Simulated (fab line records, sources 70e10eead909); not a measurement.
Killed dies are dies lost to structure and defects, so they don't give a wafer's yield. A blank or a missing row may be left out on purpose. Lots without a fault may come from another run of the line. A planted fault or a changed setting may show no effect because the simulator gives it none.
A struck lot beside a sound one | flow nand_harc | 15 steps out of a route of 1302
Sound: wafers L781.2, L781.3, L781.5. Struck: wafers L774.4, L774.5. (L774.1 of the same lot was not struck and is left out.) The cause comes at the end.
At each step with rows: each side's tool, then ch and its chambers, then its first start. Under that, the readings that differ: sound wafers | struck wafers | difference of the means | sigmas: that difference in standard deviations of wafers without a fault.
alike: readings whose means differ by less than 2 such deviations, and words and numbers that are the same on both sides. not compared: withheld readings, readings that some wafer has no value for, bounds like >300 that may hide the same value, and numbers for which the record gives no deviation and whose values overlap.
The two part at a step that has a row with sigmas, a row that says differs or no value, or rows on one side only. Numbers that don't overlap but have no deviation are shown without sigmas and don't part them. A reading that every wafer of one side lacks parts them only if that side has two wafers or more.

NHARC_A_CHANNEL_HOLE_D2_XSEM_32:
  sound on xsem-01 ch 0, day 19 22:31; struck on xsem-01 ch 0, day 17 06:57
  reading     | sound          | struck    | difference | sigmas
  bow_nm (nm) | 8.21 8.24 8.16 | 8.73 8.87 | +0.60      | +2
  alike: bot_cd_nm, tilt_deg
NHARC_A_CHANNEL_HOLE_D2_INSPECT_40:
  sound on defect_inspect-01, day 19 22:37; struck on defect_inspect-02, day 17 07:03
  alike: raw_defect_count
then, 2 steps without rows for these wafers: NHARC_A_CHANNEL_FILL_D2_PRECLEAN_00 (cleans in SC1); NHARC_A_CHANNEL_FILL_D2_SRD_01.
NHARC_A_CHANNEL_FILL_D2_ALD_02: deposits SiO2, target thk 6 nm, pulse time 10 s, ald cycles 60.
  sound on ald_hk-04 ch 1,3, day 19 22:48; struck on ald_hk-01 ch 1,2, day 17 07:23
  alike: heater_power_w, precursor_pulse_height_rel
NHARC_A_CHANNEL_FILL_D2_ALD_03: deposits SiNx, target thk 6 nm, pulse time 60 s, ald cycles 58.
  sound on ald_sin_batch-01 ch 0; struck on ald_sin_batch-01 ch 0
  alike: precursor_pulse_height_rel
then, 1 step without rows for these wafers: NHARC_A_CHANNEL_FILL_D2_ALD_14 (deposits SiO2, target thk 2.5 nm, pulse time 10 s, ald cycles 25).
NHARC_A_CHANNEL_FILL_D2_ALD_15: deposits SiNx, target thk 2 nm, pulse time 60 s, ald cycles 19.
  sound on ald_sin_batch-02 ch 0; struck on ald_sin_batch-03 ch 0
  alike: precursor_pulse_height_rel
NHARC_A_CHANNEL_FILL_D2_ALD_16: deposits SiO2, target thk 1.5 nm, pulse time 10 s, ald cycles 15.
  sound on ald_hk-01 ch 2,3, day 20 10:19; struck on ald_hk-04 ch 0,1, day 17 21:59
  alike: heater_power_w, precursor_pulse_height_rel
then, 3 steps without rows for these wafers: NHARC_A_CHANNEL_FILL_D2_ANNEAL_17 (time 1800 s); NHARC_A_CHANNEL_FILL_D2_CVD_18 (deposits poly-Si, target thk 3 nm); NHARC_A_CHANNEL_FILL_D2_ETCHBACK_19 (etches the open film in HBr/Cl2, target depth 5 nm, time 1.7 s).
NHARC_A_CHANNEL_FILL_D2_ETCHBACK_20: etches the open film in C4F8/O2/Ar, target depth 27 nm, time 13.5 s.
  sound on rie_diel-04 ch 0,1,3, day 20 22:26; struck on rie_diel-10 ch 0,1, day 18 09:45
  reading          | sound          | struck    | difference | sigmas
  run_length_s (s) | 34.5 34.2 34.6 | 27.0 26.3 | -7.8       | -20
  alike: oes_product_au, rf_vpp_V
  not compared: rf_hours_counter_h
then, 1 step without rows for these wafers: NHARC_A_CHANNEL_FILL_D2_STRIP_28 (strips in O2, time 20 s).
-- the record jumps here: 10 days lie between the struck wafers' starts before and after (it left off in module A_CHANNEL_FILL_D2 and takes up again in module END, whose first step shown is number 1302 of the route) --
NHARC_END_SORT_01:
  the record has rows for the struck wafers here (prober-02 ch 0, day 28 04:53) and none for the sound ones

WHERE THEY PART
First at NHARC_A_CHANNEL_HOLE_D2_XSEM_32; last, within this record, at NHARC_END_SORT_01.

WHY: what the simulator had put in
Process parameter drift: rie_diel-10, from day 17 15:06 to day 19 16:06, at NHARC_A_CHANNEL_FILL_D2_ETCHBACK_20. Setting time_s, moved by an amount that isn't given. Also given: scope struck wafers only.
